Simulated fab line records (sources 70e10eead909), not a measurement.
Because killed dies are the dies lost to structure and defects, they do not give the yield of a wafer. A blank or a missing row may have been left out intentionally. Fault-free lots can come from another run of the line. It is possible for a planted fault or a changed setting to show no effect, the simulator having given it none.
A lot that was struck, set against a sound lot -- flow nand_harc -- 36 out of 1302 route steps
Sound: these wafers, L118.2, L118.3, L118.4. Struck: wafers L108.2, L108.3, L108.4. Last of all comes the cause.
For every step that has rows: the tool of each side, followed by ch and its chambers, followed by its first start. Under that, the readings that differ: sound wafers -- struck wafers -- difference of the means -- sigmas: that difference in standard deviations of wafers without a fault.
alike: readings whose means differ by less than 2 such deviations, and words and numbers that are the same on both sides. not compared: withheld readings, readings that some wafer has no value for, bounds like >300 that may hide the same value, and numbers for which the record gives no deviation and whose values overlap.
The two part at a step that has a row with sigmas, a row that says differs or no value, or rows on one side only. When numbers do not overlap yet have no deviation, they are printed without sigmas and do not part them. Lack of a reading on every wafer of one side parts them only where that side has two or more wafers.

first, 9 steps without rows for these wafers: NHARC_P_M2_DEGAS_29 (time 60 s); NHARC_P_M2_PRE_CLEAN_30 (time 30 s); NHARC_P_M2_PVD_20 (deposits TaN, target thk 5 nm, time 8.06 s); NHARC_P_M2_PVD_21 (deposits Cu, target thk 30 nm, time 20.49 s); NHARC_P_M2_ECD_22 (material Cu, target thk 400 nm); NHARC_P_M2_ANNEAL_31 (time 90 s); NHARC_P_M2_CMP_23 (polishes, t overpolish 20 s, target thk 144.3 nm); NHARC_P_M2_SRD_25; NHARC_P_M2_PRE_CLEAN_32 (time 12 s).
NHARC_P_M2_DEP_33: deposits SiCN, target thk 30 nm.
  sound on pecvd-03 ch 0,1,2, day 14 17:56; struck on pecvd-01 ch 0,2, day 10 01:50
  alike: heater_power_w, showerhead_vpp_V
then, 25 steps without rows for these wafers: NHARC_P_BONDPAD_DEP_00 (deposits SiCN, target thk 250 nm); NHARC_P_BONDPAD_CMP_32 (polishes SiCN, target thk 200 nm); NHARC_P_BONDPAD_SRD_34; NHARC_P_BONDPAD_DEHYDRATE_01 (time 120 s); NHARC_P_BONDPAD_HMDS_02 (time 30 s); NHARC_P_BONDPAD_COAT_36 (time 65 s); NHARC_P_BONDPAD_COAT_03 (resist thk 600 nm); NHARC_P_BONDPAD_SOFTBAKE_04 (time 70 s); NHARC_P_BONDPAD_EBR_05; NHARC_P_BONDPAD_EXPOSE_06 (exposes mask P BPAD); NHARC_P_BONDPAD_PEB_07 (peb time 80 s); NHARC_P_BONDPAD_DEVELOP_08 (time 50 s); NHARC_P_BONDPAD_HARDBAKE_10 (time 65 s); NHARC_P_BONDPAD_DESCUM_11 (chemistry O2, time 3 s); NHARC_P_BONDPAD_ETCH_37 (etches the open film in N2/H2, target depth 60 nm, overetch 18 nm, time 65.91 s); NHARC_P_BONDPAD_ETCH_12 (etches the open film in CHF3/O2, target depth 200 nm, time 100 s); NHARC_P_BONDPAD_STRIP_15 (strips in O2); NHARC_P_BONDPAD_ETCH_24 (etches the open film in CF4/N2, target depth 30 nm, time 72.99 s); NHARC_P_BONDPAD_STRIP_16 (strips in post etch residue remover, time 600 s); NHARC_P_BONDPAD_DEGAS_25 (time 60 s); NHARC_P_BONDPAD_PRE_CLEAN_26 (time 30 s); NHARC_P_BONDPAD_PVD_17 (deposits TaN, target thk 5 nm, time 8.06 s); NHARC_P_BONDPAD_PVD_27 (deposits Cu, target thk 30 nm, time 20.49 s); NHARC_P_BONDPAD_ECD_18 (material Cu, target thk 400 nm); NHARC_P_BONDPAD_ANNEAL_28 (time 90 s).
-- record jumps: 18 days between struck wafers' starts before vs after; left off in module P_BONDPAD, resumes in module END, first step shown is number 1302 of the route --
NHARC_END_SORT_01:
  sound on prober-01 ch 0, day 33 02:34; struck on prober-02 ch 0, day 28 02:57
reading,sound,struck,difference,sigmas
killed_at_periphery,3 1 1,28 39 26,+29,+10
sort_bin_2_pct (%),2.5 2.8 3.1,4.9 5.5 6.6,+2.9,+3
sort_bin_3_pct (%),0.4 1.0 0.6,1.8 1.9 2.4,+1.4,+4
sort_rim_yield_pct (%),89 85 87,79 74 75,-11,-2
  alike: defect_limited_yield, killed_at_array, killed_at_other, killed_dies, killed_open, killed_short, sort_bin_4_pct, sort_n_pass, sort_yield_pct

== WHERE THEY PART ==
Within this record, at NHARC_END_SORT_01 only.

WHY: the cause the simulator had injected
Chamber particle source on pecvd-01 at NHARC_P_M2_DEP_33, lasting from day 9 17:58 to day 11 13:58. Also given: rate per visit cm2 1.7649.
